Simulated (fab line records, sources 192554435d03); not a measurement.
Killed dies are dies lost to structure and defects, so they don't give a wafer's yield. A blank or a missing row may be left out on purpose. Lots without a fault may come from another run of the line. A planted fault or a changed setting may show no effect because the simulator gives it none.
Chamber matching | flow n5_finfet | N5_BEOL_M0_SAQP_ETCH_101 on rie_diel-06: 4 sister chambers
The step etches SiNx in CH3F/O2, target depth 29.9 nm, time 42.7 s. 4 wafers are shown with their chamber, then 10 later ones without.

WAFERS WITH THEIR CHAMBER
wafer  | chamber | drypump_motor_current_A (A)
L090.5 | 3       | 5.8
L090.6 | 2       | 5.5
L093.1 | 0       | 6.5
L093.4 | 1       | 6.3

WAFERS WITHOUT THEIR CHAMBER
wafer  | drypump_motor_current_A (A)
L093.5 | 6.5
L094.1 | 5.5
L094.5 | 6.5
L094.6 | 5.8
L095.4 | 6.3
L095.5 | 6.2
L095.6 | 5.5
L097.3 | 5.5
L097.4 | 5.8
L097.5 | 6.5

WHICH CHAMBER EACH WENT THROUGH
wafer  | from the rows above | in truth
L093.5 | 0                   | 0
L094.1 | 2                   | 2
L094.5 | 0                   | 0
L094.6 | 3                   | 3
L095.4 | 1                   | 1
L095.5 | 1                   | 1
L095.6 | 2                   | 2
L097.3 | 2                   | 2
L097.4 | 3                   | 3
L097.5 | 0                   | 0
Placed correctly: 10 of 10. Can't be placed from these rows: 0. Placed wrongly: 0.
How it was worked out, from the rows above alone: a wafer's distance from a chamber is the root of the sum, over the readings, of the square of ((its reading less the chamber's mean) divided by the reading's scatter). The wafer belongs to the nearest chamber; if the next one is less than 2 further off, it can't be placed. A chamber's mean is the mean of its shown wafers. The scatter: with one shown wafer a chamber, the root of the mean of the squares of how far each hidden wafer lies from its nearest shown one.
